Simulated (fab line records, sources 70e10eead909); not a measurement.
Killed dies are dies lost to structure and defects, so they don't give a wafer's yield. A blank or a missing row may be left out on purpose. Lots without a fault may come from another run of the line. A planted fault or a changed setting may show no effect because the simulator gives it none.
A struck lot beside a sound one | flow nand_harc | 15 steps out of a route of 1302
Sound: wafers L570.2, L570.3, L570.6. Struck: wafers L581.1, L581.4, L581.5. The cause comes at the end.
At each step with rows: each side's tool, then ch and its chambers, then its first start. Under that, the readings that differ: sound wafers | struck wafers | difference of the means | sigmas: that difference in standard deviations of wafers without a fault.
alike: readings whose means differ by less than 2 such deviations, and words and numbers that are the same on both sides. not compared: withheld readings, readings that some wafer has no value for, bounds like >300 that may hide the same value, and numbers for which the record gives no deviation and whose values overlap.
The two part at a step that has a row with sigmas, a row that says differs or no value, or rows on one side only. Numbers that don't overlap but have no deviation are shown without sigmas and don't part them. A reading that every wafer of one side lacks parts them only if that side has two wafers or more.

first, 3 steps without rows for these wafers: NHARC_P_GATE_SRD_72; NHARC_P_GATE_OXIDE_16 (material SiO2, target thk 3 nm, ox time 392 s); NHARC_P_GATE_CVD_17 (deposits poly-Si, target thk 150 nm, time 900 s).
NHARC_P_GATE_HM_DEP_102: deposits aC, target thk 120 nm.
  sound on acl_dep-03 ch 0, day 5 03:02; struck on acl_dep-01 ch 0, day 9 17:04
  alike: susceptor_temp_C, throttle_valve_pct
NHARC_P_GATE_DEP_103: deposits SiON, target thk 30 nm.
  sound on pecvd-01 ch 0,2, day 5 03:35; struck on pecvd-01 ch 0,1,2, day 9 17:46
  alike: heater_power_w, susceptor_temp_C
then, 7 steps without rows for these wafers: NHARC_P_GATE_DEHYDRATE_18 (time 120 s); NHARC_P_GATE_HMDS_19 (time 30 s); NHARC_P_GATE_COAT_20 (resist thk 90 nm); NHARC_P_GATE_SOFTBAKE_21 (time 55 s); NHARC_P_GATE_EBR_22; NHARC_P_GATE_EXPOSE_23 (exposes mask P GATE, target cd 120 nm); NHARC_P_GATE_PEB_24 (peb time 65 s).
NHARC_P_GATE_DEVELOP_25: develop time 35 s.
  sound on litho_track-04 ch 0, day 5 04:00; struck on litho_track-04 ch 0, day 9 18:00
  reading              | sound             | struck            | difference | sigmas
  developer_temp_C (C) | 23.04 22.88 22.85 | 20.63 20.55 20.58 | -2.34      | -23
  alike: exhaust_pa
NHARC_P_GATE_CD_MEAS_26: target cd 120 nm.
  sound on cd_sem-02 ch 0, day 5 04:17; struck on cd_sem-01 ch 0, day 9 18:25
  alike: cd_nm
then, 1 step without rows for these wafers: NHARC_END_SORT_01.

WHERE THEY PART
Only at NHARC_P_GATE_DEVELOP_25, within this record. Later steps at which nothing parts them and some readings are alike: NHARC_P_GATE_CD_MEAS_26.

WHY: what the simulator had put in
Process parameter drift: litho_track-04, from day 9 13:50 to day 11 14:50, at NHARC_P_GATE_DEVELOP_25. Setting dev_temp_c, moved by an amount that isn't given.
